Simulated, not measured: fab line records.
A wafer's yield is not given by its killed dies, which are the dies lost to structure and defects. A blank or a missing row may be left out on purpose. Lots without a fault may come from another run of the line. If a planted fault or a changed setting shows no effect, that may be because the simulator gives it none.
Split-lot study | flow n5-finfet | on a route of 1938 steps: 7 lots, 21 wafers read

== SPLIT DETAILS ==
At N5_BEOL_M4_COAT_73 (time 60 s, resist thk 5 nm), the setting spin-rpm was moved away from the recipe's 1500 rpm on 5 of the 21 wafers read, by -10.3% to +6.9%. This setting was run at the recipe's value on the other wafers.

== FROM THE SPLIT TO THE READING: what the file shows between them, 3 steps ==
- N5_BEOL_M4_COAT_05: resist thk 30 nm
- N5_BEOL_M4_EBR_07
- N5_BEOL_M4_DESCUM_16: chemistry O2, time 7 s

== THE READING ==
etch.depth-nm (the simulator's own value, which no gauge read), in nm, at N5_BEOL_M4_ETCH_74 (etches underlayer in N2/H2, target depth 6.5 nm, time 5.2 s). There is no usual value for it anywhere in the file. The 16 wafers here that ran the recipe average 4.999 nm, standard deviation 0.016 nm.

wafer  | tool, chamber at the split | spin-rpm as run, rpm | against the recipe | etch.depth-nm, nm | against lot-mates on the recipe
L076.2 | litho-track-03, 0          | 1500                 | recipe             | 5.002             | -
L076.4 | litho-track-03, 0          | 1500                 | recipe             | 5.006             | -
L076.6 | litho-track-03, 0          | 1604                 | +6.9%              | 4.847             | -0.157
L081.2 | litho-track-05, 0          | 1600                 | +6.7%              | 4.847             | -0.163
L081.3 | litho-track-05, 0          | 1500                 | recipe             | 5.006             | -
L081.5 | litho-track-05, 0          | 1500                 | recipe             | 5.015             | -
L083.2 | litho-track-03, 0          | 1500                 | recipe             | 4.992             | -
L083.5 | litho-track-03, 0          | 1358                 | -9.5%              | 5.253             | +0.255
L083.6 | litho-track-03, 0          | 1500                 | recipe             | 5.003             | -
L084.1 | litho-track-05, 0          | 1500                 | recipe             | 5.016             | -
L084.2 | litho-track-05, 0          | 1500                 | recipe             | 5.026             | -
L084.5 | litho-track-05, 0          | 1346                 | -10.3%             | 5.306             | +0.285
L087.1 | litho-track-03, 0          | 1500                 | recipe             | 4.984             | -
L087.4 | litho-track-03, 0          | 1500                 | recipe             | 4.982             | -
L087.6 | litho-track-03, 0          | 1500                 | recipe             | 4.986             | -
L097.2 | litho-track-02, 0          | 1500                 | recipe             | 5.014             | -
L097.4 | litho-track-02, 0          | 1429                 | -4.7%              | 5.15              | +0.135
L097.6 | litho-track-02, 0          | 1500                 | recipe             | 5.016             | -
L096.1 | litho-track-05, 0          | 1500                 | recipe             | 4.968             | -
L096.5 | litho-track-05, 0          | 1500                 | recipe             | 4.984             | -
L096.6 | litho-track-05, 0          | 1500                 | recipe             | 4.988             | -

FIT RESULTS
A straight line over all 21 wafers: etch.depth-nm changes by -0.0267 nm for each +1% of spin-rpm; r = -0.98; the points scatter about the line by 0.019 nm.
The same after taking each lot's own level away (the mean of its wafers on the recipe; 21 wafers): -0.0262 nm for each +1%; r = -1.00; scatter 0.0083 nm.
Per that fit: largest spin-rpm move, reading shift of 0.27 nm.
Across the lots, their own levels run from 4.9800 to 5.0210 nm, a range of 2.6 times the standard deviation given above.
The two slopes are in agreement: the lot-to-lot level therefore moves the slope only a little.
Check: for one of the wafers moved furthest among these (-10.3%), held out of the fit, the line's prediction against its lot-mates is +0.265 nm. It came out at +0.285 nm against them.

== FURTHER SPLITS ON THESE WAFERS ==
Before the reading, these wafers also passed through other splits. Each is held against what the fit with the lots' levels taken away leaves over:
other split on the same wafers | wafers away from the commonest value | r with etch.depth-nm (lot level and that fit taken away)
N5_BEOL_M3_COAT_76 spin-rpm    | 6                                    | +0.12
N5_BEOL_M4_COAT_62 spin-rpm    | 4                                    | -0.15

== THE WHOLE CHAIN: every reading that the file lists as answering this split, in the file's order ==
step               | what it does                                                | reading                                                                            | change (the file's fit)                | r (the file's)
N5_BEOL_M4_ETCH_74 | etches underlayer in N2/H2, target depth 6.5 nm, time 5.2 s | etch-rf-on-time-s                                                                  | withheld for each +1% of the setting   | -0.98
N5_BEOL_M4_ETCH_74 | etches underlayer in N2/H2, target depth 6.5 nm, time 5.2 s | CAR-EUV_of_BEOL_M4_COAT_05.thk-nm (the simulator's own value, which no gauge read) | +0.0276 nm for each +1% of the setting | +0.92
N5_BEOL_M4_ETCH_74 | etches underlayer in N2/H2, target depth 6.5 nm, time 5.2 s | etch.depth-nm (the simulator's own value, which no gauge read)                     | -0.0263 nm for each +1% of the setting | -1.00

== FILE'S OWN FIT ==
etch.depth-nm changes by -0.0263 nm for each +1% of spin-rpm, r = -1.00.
